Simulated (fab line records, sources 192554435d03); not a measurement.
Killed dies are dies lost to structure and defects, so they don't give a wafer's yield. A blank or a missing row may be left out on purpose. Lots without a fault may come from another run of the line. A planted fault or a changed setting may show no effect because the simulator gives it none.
One fault seen from 3 desks | flow n5_finfet | each desk has only its own numbers; what lay behind them comes last

THE METROLOGY DESK
What the gauges read, lot by lot, whatever tool the lot ran on: means of the sampled wafers that have a number. A lot is out of limits, marked OUT, if its mean lies more than 4 standard deviations from the usual mean; the brackets give that distance.
Columns: A = M9_ILD_THK at N5_BEOL_M9_THK_MEAS_01, usual 267 nm
lot  | first seen here | A
L686 | day 9 06:22     | 267
L687 | day 9 23:26     | 272
L688 | day 10 06:07    | 264
L689 | day 10 12:31    | 268
L691 | day 10 19:35    | 265
L693 | day 11 02:39    | 266
L692 | day 11 03:36    | 269
L694 | day 11 19:22    | 266
L695 | day 12 02:16    | 269
L701 | day 13 06:37    | 267
L700 | day 13 09:42    | 264
L702 | day 13 22:03    | 269
L705 | day 14 12:44    | 266
L706 | day 14 16:59    | 266
L707 | day 15 00:48    | 269
This desk's finding: nothing out of limits on any of the 15 lots.

THE DEFECT DESK
What the inspections along the route counted, lot by lot: means of the sampled wafers that have a number. A lot is out of limits, marked OUT, if its mean lies more than 4 standard deviations from the usual mean; the brackets give that distance.
Columns: A = raw_defect_count at N5_BEOL_M8_INSPECT_58, usual 78
lot  | first seen here | A
L686 | day 9 05:31     | 98
L687 | day 9 22:49     | 83
L688 | day 10 05:29    | 72
L689 | day 10 11:53    | 51
L691 | day 10 18:56    | 55
L693 | day 11 02:01    | 63
L692 | day 11 02:58    | 74
L694 | day 11 18:34    | 92
L695 | day 12 01:38    | 59
L701 | day 13 05:59    | 80
L700 | day 13 09:04    | 117
L702 | day 13 21:16    | 60
L705 | day 14 12:06    | 59
L706 | day 14 16:21    | 94
L707 | day 15 00:10    | 64
This desk's finding: nothing out of limits on any of the 15 lots.

THE TOOL OWNER'S DESK: euv_scanner-01
The tool's own readings at N5_BEOL_M9_EXPOSE_25 (exposes mask V8): means of the sampled wafers that have a number, for each lot that ran on this tool. A lot is out of limits, marked OUT, if its mean lies more than 4 standard deviations from the usual mean; the brackets give that distance.
Columns: A = exposure_dose_mJ_cm2 at N5_BEOL_M9_EXPOSE_25, usual 37.5; B = focus_offset_nm at N5_BEOL_M9_EXPOSE_25, usual 0.2 nm; C = reticle_temp_C at N5_BEOL_M9_EXPOSE_25, usual 23.01 C
lot  | first seen here | A    | B    | C
L686 | day 9 11:32     | 37.1 | 0.8  | 22.98
L687 | day 10 03:21    | 37.2 | 0.7  | 22.99
L688 | day 10 08:47    | 37.1 | -0.5 | 23.21
L694 | day 11 22:28    | 37.1 | 0.6  | 22.98
L695 | day 12 06:51    | 37.1 | -0.7 | 23.05
L705 | day 14 14:28    | 37.9 | 0.2  | 22.85
L706 | day 14 20:16    | 37.8 | -0.1 | 23.03
L707 | day 15 04:10    | 37.8 | 0.3  | 22.92
This desk's finding: nothing out of limits on any of the 8 lots.

PUT TOGETHER
The metrology desk saw nothing out of limits.
The defect desk saw nothing out of limits.
The tool owner's desk saw nothing out of limits.

WHAT THE SIMULATOR HAD PUT IN
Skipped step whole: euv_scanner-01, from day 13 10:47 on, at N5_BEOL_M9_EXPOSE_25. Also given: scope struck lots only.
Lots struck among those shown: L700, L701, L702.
